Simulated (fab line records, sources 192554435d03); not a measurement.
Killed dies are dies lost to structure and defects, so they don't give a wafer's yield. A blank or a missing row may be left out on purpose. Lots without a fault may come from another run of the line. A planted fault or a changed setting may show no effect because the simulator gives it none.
Chamber matching | flow n5_finfet | N5_BEOL_M8_ETCH_66 on rie_diel-03: 4 sister chambers
The step etches SOC in N2/H2, target depth 80 nm, overetch 16 nm, time 120 s. 8 wafers are shown with their chamber, then 8 later ones without.

WAFERS WITH THEIR CHAMBER
wafer  | chamber | showerhead_plenum_p_Torr (Torr) | throttle_valve_pct (%)
L080.2 | 2       | 2.50                            | 17.85
L080.6 | 2       | 2.50                            | 17.85
L082.2 | 0       | 2.44                            | 18.12
L082.5 | 1       | 2.62                            | 17.93
L088.1 | 1       | 2.61                            | 17.93
L088.4 | 0       | 2.44                            | 18.14
L088.5 | 3       | 2.68                            | 17.79
L086.3 | 3       | 2.68                            | 17.79

WAFERS WITHOUT THEIR CHAMBER
wafer  | showerhead_plenum_p_Torr (Torr) | throttle_valve_pct (%)
L086.5 | 2.61                            | 17.95
L086.6 | 2.68                            | 17.82
L091.2 | 2.68                            | 17.81
L091.3 | 2.44                            | 18.15
L091.6 | 2.50                            | 17.47
L096.2 | 2.49                            | 17.50
L096.5 | 2.43                            | 18.17
L096.6 | 2.67                            | 17.86

WHICH CHAMBER EACH WENT THROUGH
wafer  | from the rows above | in truth
L086.5 | 1                   | 1
L086.6 | 3                   | 3
L091.2 | 3                   | 3
L091.3 | 0                   | 0
L091.6 | 2                   | 2
L096.2 | 2                   | 2
L096.5 | 0                   | 0
L096.6 | 3                   | 3
Placed correctly: 8 of 8. Can't be placed from these rows: 0. Placed wrongly: 0.
How it was worked out, from the rows above alone: a wafer's distance from a chamber is the root of the sum, over the readings, of the square of ((its reading less the chamber's mean) divided by the reading's scatter). The wafer belongs to the nearest chamber; if the next one is less than 2 further off, it can't be placed. A chamber's mean is the mean of its shown wafers. The scatter: the root of (the sum of the squares of (reading less its chamber's mean) over the shown wafers, divided by (wafers less chambers)).
